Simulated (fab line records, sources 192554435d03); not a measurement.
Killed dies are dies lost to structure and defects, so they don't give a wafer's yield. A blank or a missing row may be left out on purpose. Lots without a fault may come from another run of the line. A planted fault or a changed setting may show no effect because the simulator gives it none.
A struck lot beside a sound one | flow n5_finfet | 21 steps out of a route of 1938
Sound: wafers L349.1, L349.5, L349.6. Struck: wafers L360.1, L360.3. The cause comes at the end.
At each step with rows: each side's tool, then ch and its chambers, then its first start. Under that, the readings that differ: sound wafers | struck wafers | difference of the means | sigmas: that difference in standard deviations of wafers without a fault.
alike: readings whose means differ by less than 2 such deviations, and words and numbers that are the same on both sides. not compared: withheld readings, readings that some wafer has no value for, bounds like >300 that may hide the same value, and numbers for which the record gives no deviation and whose values overlap.
The two part at a step that has a row with sigmas, a row that says differs or no value, or rows on one side only. Numbers that don't overlap but have no deviation are shown without sigmas and don't part them. A reading that every wafer of one side lacks parts them only if that side has two wafers or more.

first, 8 steps without rows for these wafers: N5_BEOL_M13_COAT_58 (time 60 s, resist thk 89 nm); N5_BEOL_M13_COAT_04 (resist thk 400 nm); N5_BEOL_M13_EBR_06; N5_BEOL_M13_SOFTBAKE_05 (time 60 s); N5_BEOL_M13_EXPOSE_07 (exposes mask V12); N5_BEOL_M13_PEB_08 (peb time 90 s); N5_BEOL_M13_DEVELOP_09 (develop time 45 s); N5_BEOL_M13_HARDBAKE_14 (time 120 s).
N5_BEOL_M13_CD_MEAS_10: target cd 190 nm.
  sound on cd_sem-02 ch 0, day 11 06:37; struck on cd_sem-01 ch 0, day 13 23:13
  alike: cd_nm
N5_BEOL_M13_OVL_MEAS_11:
  sound on overlay-02 ch 0, day 11 06:39; struck on overlay-02 ch 0, day 13 23:15
  reading      | sound | struck | difference | sigmas
  V12_OVL (nm) | 7 9 7 | -6 -4  | -13        | -2
N5_BEOL_M13_INSPECT_12: inspects for defects (macro).
  sound on defect_inspect-02, day 11 06:41; struck on defect_inspect-02, day 13 23:16
  alike: raw_defect_count
N5_BEOL_M13_DESCUM_15: chemistry O2, time 7.9 s.
  sound on rie_diel-01 ch 0,1,2, day 11 06:45; struck on rie_diel-01 ch 0,1, day 13 23:18
  alike: drypump_motor_current_A, oes_product_au, rf_vpp_V, showerhead_plenum_p_Torr, throttle_valve_pct
  not compared: rf_hours_counter_h
N5_BEOL_M13_ETCH_59: etches BARC in N2/H2, target depth 89 nm, overetch 26.7 nm, time 67.9 s.
  sound on rie_diel-01 ch 0,1,2, day 11 06:47; struck on rie_diel-01 ch 0,1, day 13 23:20
  reading                                    | sound           | struck    | difference | sigmas
  model.coat_of_BEOL_M13_COAT_04.thk_nm (nm) | 320.2 315.2 318 | 295.4 299 | -20.6      |
  alike: drypump_motor_current_A, n2_flow_sccm, oes_product_au, rf_vpp_V, showerhead_plenum_p_Torr, throttle_valve_pct
  not compared: rf_hours_counter_h
N5_BEOL_M13_VIA_ETCH_16: etches SiOC in C4F8/O2/Ar, target depth 921.7 nm.
  sound on rie_diel-01 ch 0,1,2, day 11 06:50; struck on rie_diel-01 ch 0,1, day 13 23:23
  reading                                    | sound        | struck    | difference | sigmas
  model.coat_of_BEOL_M13_COAT_04.thk_nm (nm) | 76 66.2 69.8 | 51.2 54.8 | -17.7      |
  alike: drypump_motor_current_A, oes_product_au, rf_vpp_V, showerhead_plenum_p_Torr, throttle_valve_pct
N5_BEOL_M13_STRIP_63: strips in N2/H2.
  sound on plasma_asher-02 ch 0,1, day 11 07:04; struck on plasma_asher-02 ch 0, day 13 23:38
  reading                      | sound          | struck    | difference | sigmas
  strip_time_to_endpoint_s (s) | 29.4 26.6 27.6 | 22.0 23.1 | -5.3       | -5
  alike: drypump_motor_current_A, heater_power_w, n2_flow_sccm, oes_product_au
  not compared: rf_hours_counter_h
N5_BEOL_M13_STRIP_64: strips in N2/H2.
  sound on plasma_asher-02 ch 0,1, day 11 07:08; struck on plasma_asher-02 ch 0, day 13 23:41
  alike: drypump_motor_current_A, heater_power_w, n2_flow_sccm, oes_product_au, strip_time_to_endpoint_s
  not compared: rf_hours_counter_h
then, 2 steps without rows for these wafers: N5_BEOL_M13_STRIP_71 (strips in post etch residue remover, time 60 s); N5_BEOL_M13_SRD_72 (time 30 s, dry time 30 s).
N5_BEOL_M13_CD_MEAS_17: target cd 190 nm.
  sound on cd_sem-03, day 11 07:17; struck on cd_sem-03, day 13 23:50
  reading    | sound             | struck      | difference | sigmas
  cd_nm (nm) | 189.0 190.8 187.4 | 197.2 194.0 | +6.5       | +4
then, 2 steps without rows for these wafers: N5_BEOL_M13_COAT_65 (time 60 s, resist thk 350 nm); N5_PASSIVATION_PROBE_49.

WHERE THEY PART
First at N5_BEOL_M13_OVL_MEAS_11; last, within this record, at N5_BEOL_M13_CD_MEAS_17.

WHY: what the simulator had put in
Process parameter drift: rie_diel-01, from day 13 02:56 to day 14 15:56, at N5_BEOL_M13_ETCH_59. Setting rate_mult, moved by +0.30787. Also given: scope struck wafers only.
